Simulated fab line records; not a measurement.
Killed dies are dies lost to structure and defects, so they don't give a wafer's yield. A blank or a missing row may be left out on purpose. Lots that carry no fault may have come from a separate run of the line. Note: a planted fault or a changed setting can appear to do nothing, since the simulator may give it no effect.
The tool behind it: which one?    flow n5-finfet    11 lots, 33 wafers sampled, at 1 step of a route of 1938

## WHAT THE GAUGES SHOWED, per wafer
N5_BEOL_M1_THK_MEAS_01.
lot   measured      on             M1_ILD_THK (nm)
L074  day 6 09:57   film-metro-02  80.4 82.5 78.8
L078  day 7 02:29   film-metro-01  79.1 80.1 79.1
L080  day 7 12:22   film-metro-01  79.2 82.0 82.2
L082  day 7 21:12   film-metro-01  78.5 81.0 79.6
L084  day 8 10:25   film-metro-01  79.3 80.9 79.6
L086  day 9 08:35   film-metro-02  79.1 80.8 80.0
L087  day 9 20:11   film-metro-01  79.8 78.9 81.8
L090  day 10 06:26  film-metro-02  81.1 80.4 81.3
L092  day 10 20:06  film-metro-01  78.6 80.8 79.8
L093  day 10 22:17  film-metro-01  79.4 78.1 79.3
L097  day 11 20:34  film-metro-01  80.0 81.9 80.6

## WHAT TOOL EACH LOT RAN ON (gives the tool, then ch and the chambers of the sampled wafers, and finally the start)
The record holds no process step before these readings.

## THE ANSWER, worked out from the rows above alone
Rule: the usual values come from the lots themselves. The widest of any qualifying gaps counts: lots, ordered by their means at a reading, are off when they make up no more than a third of the lots, leave a main group of 4 or more, and stand apart from it by 3 or more times the standard deviation of that group's means. A main group is skipped when, at the precision printed for the reading in the tables above, its means are all equal. Also off: a lot with no number at a reading for which 4 or more lots have one. Where the step has rows for the other lots, those lots are counted as sound.
No lot is off on any of the readings shown, so nothing can be concluded from this.

## WHAT HAD BEEN PUT IN BY THE SIMULATOR
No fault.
